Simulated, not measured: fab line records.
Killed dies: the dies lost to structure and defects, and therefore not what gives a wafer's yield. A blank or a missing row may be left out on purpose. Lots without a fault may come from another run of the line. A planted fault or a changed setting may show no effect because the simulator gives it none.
Comparing a struck lot with a sound one || flow nand-harc || 39 out of 1302 route steps
Sound: these wafers, L488.1, L488.2, L488.6. Struck: wafer L507.1. (L507.3, L507.6 of the same lot were not struck and are left out.) The cause comes at the end.
Per side, at each step with rows, come the tool, then ch with its chambers, and then its first start. Under that, the readings that differ: sound wafers || struck wafers || difference of the means || sigmas: that difference in standard deviations of wafers without a fault.
alike: readings with means less than 2 such deviations apart, plus words and numbers identical on both sides. not compared: withheld readings, readings lacking a value on some wafer, bounds such as >300 that could conceal the same value, and numbers that have no deviation in the record and whose values overlap.
Wherever a step has rows on one side only, a row that says differs or no value, or a row with sigmas, the two part there. Numbers that have no deviation but don't overlap get no sigmas and don't part them. Lack of a reading on every wafer of one side parts them only where that side has two or more wafers.

first, 5 steps without rows for these wafers: NHARC_A_STAIRCASE_EBR_264; NHARC_A_STAIRCASE_EXPOSE_265 (exposes mask CHOP 200); NHARC_A_STAIRCASE_PEB_266 (peb time 130 s); NHARC_A_STAIRCASE_DEVELOP_267 (time 140 s); NHARC_A_STAIRCASE_HARDBAKE_269 (time 140 s).
NHARC_A_STAIRCASE_DESCUM_270: chemistry O2, time 3 s.
  sound on rie-diel-08 ch 0,2,3, day 17 02:52; struck on rie-diel-08 ch 3, day 24 08:26
{"reading": "rf-vpp-V (V)", "sound": "56.9 57.8 56.8", "struck": 59.1, "difference": "+1.9", "sigmas": "+2"}
  alike: drypump-motor-current-A, mfc-ar-sccm, oes-product-au, showerhead-plenum-p-Torr, throttle-valve-pct
  not compared: rf-hours-counter-h
then, 5 steps without rows for these wafers: NHARC_A_STAIRCASE_ETCH_271 (etches the open film in CF4/CHF3); NHARC_A_STAIRCASE_HM_OPEN_457 (chemistry O2/COS); NHARC_A_STAIRCASE_STRIP_458 (strips in O2/COS); NHARC_A_STAIRCASE_ETCH_451 (etches the open film in CF4/O2, target depth 30 nm, overetch 3 nm, time 16.5 s); NHARC_A_STAIRCASE_ETCH_273 (etches the open film in C4F8/O2/Ar, target depth 10200 nm, time 2468.6 s).
NHARC_A_STAIRCASE_STRIP_274: strips in O2.
  sound on rie-diel-08 ch 1,2, day 17 05:02; struck on rie-diel-08 ch 2, day 24 10:37
{"reading": "oes-product-au (a.u.)", "sound": "1.004 0.981 0.990", "struck": 1.018, "difference": "+0.026", "sigmas": "+3"}
  alike: drypump-motor-current-A, mfc-ar-sccm, rf-vpp-V, showerhead-plenum-p-Torr, throttle-valve-pct
  not compared: rf-hours-counter-h
then, 18 steps without rows for these wafers: NHARC_A_STAIRCASE_STRIP_275 (strips in SPM, time 900 s); NHARC_A_STAIRCASE_PRECLEAN_276 (cleans in SC1); NHARC_A_STAIRCASE_SRD_277; NHARC_A_STAIRCASE_HM_DEP_459 (deposits aC, target thk 1500 nm); NHARC_A_STAIRCASE_DEP_280 (deposits SiON, target thk 30 nm); NHARC_A_STAIRCASE_DEHYDRATE_281 (time 120 s); NHARC_A_STAIRCASE_HMDS_282 (time 30 s); NHARC_A_STAIRCASE_COAT_283; NHARC_A_STAIRCASE_SOFTBAKE_284 (time 170 s); NHARC_A_STAIRCASE_EBR_285; NHARC_A_STAIRCASE_EXPOSE_286 (exposes mask CHOP 100); NHARC_A_STAIRCASE_PEB_287 (peb time 130 s); NHARC_A_STAIRCASE_DEVELOP_288 (time 140 s); NHARC_A_STAIRCASE_HARDBAKE_290 (time 140 s); NHARC_A_STAIRCASE_DESCUM_291 (chemistry O2, time 3 s); NHARC_A_STAIRCASE_ETCH_292 (etches the open film in CF4/CHF3); NHARC_A_STAIRCASE_HM_OPEN_460 (chemistry O2/COS); NHARC_A_STAIRCASE_STRIP_461 (strips in O2/COS).
NHARC_A_STAIRCASE_ETCH_452: etches the open film in CF4/O2, target depth 30 nm, overetch 3 nm, time 16.5 s.
  sound: rie-diel-11 ch 0,1,3; struck: rie-diel-11 ch 0
{"reading": "throttle-valve-pct (%)", "sound": "13.403 13.374 13.373", "struck": 13.406, "difference": "+0.023", "sigmas": "+2"}
  alike: drypump-motor-current-A, mfc-ar-sccm, oes-product-au, rf-vpp-V, showerhead-plenum-p-Torr
  not compared: rf-hours-counter-h
NHARC_A_STAIRCASE_ETCH_294: etches the open film in C4F8/O2/Ar, target depth 4989 nm, time 1211.6 s.
  sound: rie-diel-11 ch 0,1; struck: rie-diel-11 ch 2
{"reading": "oes-product-au (a.u.)", "sound": "0.934 0.926 0.926", "struck": 0.953, "difference": "+0.024", "sigmas": "+2"}
  alike: rf-vpp-V
  not compared: rf-hours-counter-h
NHARC_A_STAIRCASE_STRIP_295: strips in O2.
  sound: rie-diel-11 ch 0,1,3; struck: rie-diel-11 ch 1
  alike: drypump-motor-current-A, mfc-ar-sccm, oes-product-au, rf-vpp-V, showerhead-plenum-p-Torr, throttle-valve-pct
  not compared: rf-hours-counter-h
then, 4 steps without rows for these wafers: NHARC_A_STAIRCASE_STRIP_296 (strips in SPM, time 900 s); NHARC_A_STAIRCASE_PRECLEAN_297 (cleans in SC1); NHARC_A_STAIRCASE_SRD_298; NHARC_A_STAIRCASE_HM_DEP_462 (deposits aC, target thk 800 nm).
NHARC_A_STAIRCASE_DEP_301: deposits SiON, target thk 30 nm.
  sound on pecvd-04 ch 1,2, day 17 20:22; struck on pecvd-04 ch 2, day 24 18:28
  alike: heater-power-w
-- break in the record here, with 7 days between the starts of the struck wafers on either side (left off in module A_STAIRCASE, picked up again in module END, where the first step shown is number 1302 on the route) --
NHARC_END_SORT_01:
  sound on prober-01 ch 0, day 25 09:44; struck on prober-01 ch 0, day 31 19:35
{"reading": "killed-at-array", "sound": "34 34 28", "struck": 84, "difference": "+52", "sigmas": "+5"}
{"reading": "killed-at-other", "sound": "1 0 0", "struck": 3, "difference": "+3", "sigmas": "+3"}
{"reading": "killed-dies", "sound": "39 38 30", "struck": 88, "difference": "+52", "sigmas": "+5"}
  alike: killed-at-periphery, killed-open, killed-short

== WHERE THEY PART ==
Last at NHARC_END_SORT_01 as far as this record goes, first at NHARC_A_STAIRCASE_DESCUM_270.

WHY: whatever the simulator had introduced
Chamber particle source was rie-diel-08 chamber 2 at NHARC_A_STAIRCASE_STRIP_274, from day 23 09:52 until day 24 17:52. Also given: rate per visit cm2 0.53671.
